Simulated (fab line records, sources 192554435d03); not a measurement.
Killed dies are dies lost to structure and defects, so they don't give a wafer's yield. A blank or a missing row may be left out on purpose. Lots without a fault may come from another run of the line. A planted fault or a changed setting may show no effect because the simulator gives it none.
Which tool did it? | flow n5_finfet | 10 lots, 27 wafers sampled, at 2 steps of a route of 1938

WHAT THE GAUGES READ, wafer by wafer
N5_BEOL_M4_RC_MEAS_101.
lot  | measured     | on        | DIBL_N (mV/V)  | DIBL_P (mV/V)  | IOFF_N (nA/um) | IOFF_P (nA/um) | ION_N (uA/um) | ION_P (uA/um) | SS_N (mV/dec)  | SS_P (mV/dec)  | VT_N (mV)   | VT_P (mV)
L610 | day 8 08:36  | prober-01 | 36.6 34.4 35.2 | 36.7 35.1 36.2 | 0.16 0.12 0.14 | 0.23 0.21 0.23 | 671 640 667   | 469 456 472   | 71.6 70.6 70.9 | 73.5 73.6 73.5 | 250 257 253 | -248 -249 -249
L612 | day 9 05:14  | prober-02 | 35.8 37.4 35.5 | 35.0 36.8 34.3 | 0.13 0.16 0.13 | 0.18 0.22 0.18 | 661 669 669   | 453 462 459   | 71.1 72.1 71.0 | 72.7 73.6 73.0 | 251 252 252 | -252 -250 -251
L613 | day 9 12:59  | prober-01 | 37.3 36.3 36.6 | 37.0 33.6 35.0 | 0.16 0.15 0.14 | 0.24 0.19 0.21 | 672 658 661   | 469 450 461   | 71.5 72.1 72.0 | 73.0 73.0 73.7 | 253 252 251 | -246 -252 -251
L615 | day 9 12:15  | prober-02 | 35.1 37.4 38.2 | 36.0 37.4 37.8 | 0.15 0.18 0.18 | 0.20 0.23 0.24 | 675 683 668   | 460 466 467   | 71.0 71.9 73.1 | 73.3 74.1 73.8 | 249 248 248 | -250 -251 -249
L616 | day 9 11:01  | prober-02 | 35.9 33.1 36.3 | 36.7 32.7 36.9 | 0.16 0.11 0.17 | 0.22 0.16 0.22 | 684 657 678   | 462 456 460   | 70.7 70.2 71.2 | 73.4 71.7 73.2 | 248 252 247 | -252 -254 -248
L622 | day 11 05:10 | prober-01 | 36.8           | 38.0           | 0.17           | 0.24           | 676           | 465           | 71.6           | 73.1           | 249         | -245
L624 | day 11 16:38 | prober-01 | 36.4           | 37.9           | 0.17           | 0.22           | 684           | 469           | 71.6           | 74.0           | 251         | -247
L627 | day 12 23:16 | prober-01 | 35.1           | 33.9           | 0.13           | 0.17           | 674           | 463           | 71.7           | 72.8           | 254         | -256
L630 | day 13 22:16 | prober-02 | 36.2 37.0 35.5 | 39.0 39.4 37.0 | 0.16 0.16 0.14 | 0.23 0.22 0.19 | 667 662 672   | 459 451 461   | 71.7 71.6 71.8 | 73.3 73.5 73.1 | 252 249 252 | -248 -250 -250
L632 | day 14 01:53 | prober-02 | 34.6 36.8 36.9 | 33.6 35.7 35.7 | 0.13 0.17 0.16 | 0.20 0.23 0.23 | 674 690 682   | 473 475 473   | 70.6 71.4 71.3 | 72.7 73.0 72.5 | 250 249 253 | -251 -247 -247

WHICH TOOL RAN EACH LOT (tool, then ch and the chambers of the sampled wafers, then the start)
lot  | N5_BEOL_M0_SAQP_PECVD_97
L610 | pecvd-03 ch 1,2, day 5 19:55
L612 | pecvd-04 ch 0,1,2, day 6 05:13
L613 | pecvd-04 ch 0,2, day 6 09:47
L615 | pecvd-02 ch 0,1, day 7 02:29
L616 | pecvd-03 ch 0,1, day 7 04:06
L622 | pecvd-04 ch 1,2, day 8 20:21
L624 | pecvd-04 ch 0,2, day 9 04:47
L627 | pecvd-04 ch 0, day 10 00:25
L630 | pecvd-02 ch 1,2, day 10 18:03
L632 | pecvd-02 ch 0,1, day 11 04:07
- N5_BEOL_M0_SAQP_PECVD_97: deposits SiNx from SiH4/NH3/N2, target thk 23 nm, time 19.9 s.

WHAT THE TOOLS THEMSELVES READ (means of the sampled wafers that have a number; where no wafer has one, the mark that the record gives instead)
N5_BEOL_M0_SAQP_PECVD_97.
lot  | tool     | chamber_pressure_Torr (Torr) | heater_power_w (W) | showerhead_plenum_p_Torr (Torr) | throttle_valve_pct (%)
L610 | pecvd-03 | 1.500                        | 534                | 5.22                            | 38.6
L612 | pecvd-04 | 1.498                        | 511                | 5.20                            | 42.4
L613 | pecvd-04 | 1.501                        | 433                | 5.18                            | 41.5
L615 | pecvd-02 | 1.499                        | 569                | 5.10                            | 39.9
L616 | pecvd-03 | 1.501                        | 618                | 5.24                            | 38.6
L622 | pecvd-04 | 1.498                        | 525                | 5.18                            | 41.8
L624 | pecvd-04 | 1.497                        | 450                | 5.19                            | 42.3
L627 | pecvd-04 | 1.501                        | 389                | 5.17                            | 43.5
L630 | pecvd-02 | 1.500                        | 527                | 5.20                            | 38.5
L632 | pecvd-02 | 1.498                        | 577                | 5.11                            | 39.5

THE ANSWER, worked out from the rows above alone
Rule: what is usual is taken from the lots themselves. Put in order of their means at a reading, lots are off if they are a third of the lots or fewer, leave a main group of 4 or more, and stand apart from it by a gap of 3 or more times the standard deviation of the main group's means; of several such gaps the widest counts. A main group whose means are all the same, to the digits that the tables above print for the reading, isn't used. A lot without any number at a reading at which 4 lots or more have one is off too. The other lots that the step has rows for count as sound. The gauges are gone through in route order, then the tools' own readings, and for those a lot's mean is taken as printed above. The first step at which some lot is off is used, and at that step the reading that is off furthest; a lot without a number counts as furthest.
No lot is off at any reading shown: from this, nothing can be told.

WHAT THE SIMULATOR HAD PUT IN
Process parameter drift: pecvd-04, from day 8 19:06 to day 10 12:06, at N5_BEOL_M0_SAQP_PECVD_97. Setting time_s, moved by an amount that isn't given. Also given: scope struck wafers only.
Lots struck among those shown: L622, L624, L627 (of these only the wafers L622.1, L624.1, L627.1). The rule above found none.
